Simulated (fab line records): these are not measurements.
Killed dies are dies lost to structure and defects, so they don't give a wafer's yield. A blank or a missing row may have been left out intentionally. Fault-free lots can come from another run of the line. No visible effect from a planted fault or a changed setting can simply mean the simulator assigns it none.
Matching of chambers / flow nand-harc / 3 sister chambers for NHARC_P_M1_PRE_CLEAN_32 on pecvd-01
The step time 12 s. 3 wafers are shown with their chamber, then 7 later ones without.

## EACH WAFER AND ITS CHAMBER
wafer=L459.4; chamber=1; heater-power-w (W)=637
wafer=L466.2; chamber=0; heater-power-w (W)=522
wafer=L466.3; chamber=2; heater-power-w (W)=560

## WAFERS MISSING THEIR CHAMBER
wafer=L466.5; heater-power-w (W)=713
wafer=L469.2; heater-power-w (W)=550
wafer=L469.4; heater-power-w (W)=550
wafer=L469.5; heater-power-w (W)=543
wafer=L470.1; heater-power-w (W)=541
wafer=L470.4; heater-power-w (W)=518
wafer=L470.5; heater-power-w (W)=696

## THE CHAMBER EACH PASSED THROUGH
wafer=L466.5; from the rows above=1; in truth=1
wafer=L469.2; from the rows above=can't be placed: 2 or 0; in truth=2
wafer=L469.4; from the rows above=can't be placed: 2 or 0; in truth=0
wafer=L469.5; from the rows above=can't be placed: 2 or 0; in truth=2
wafer=L470.1; from the rows above=can't be placed: 0 or 2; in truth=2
wafer=L470.4; from the rows above=can't be placed: 0 or 2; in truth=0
wafer=L470.5; from the rows above=1; in truth=1
Correctly placed: 2 of 7. These rows do not allow placing 5 (true chamber among the candidates in 5). 0 placed wrongly.
How it was worked out, from the rows above alone: a wafer's distance from a chamber is the root of the sum, over the readings, of the square of ((its reading less the chamber's mean) divided by the reading's scatter). The wafer belongs to the nearest chamber; if the next one is less than 2 further off, it can't be placed. A chamber's mean is the mean of its shown wafers. The scatter: with one shown wafer a chamber, the root of the mean of the squares of how far each hidden wafer lies from its nearest shown one.
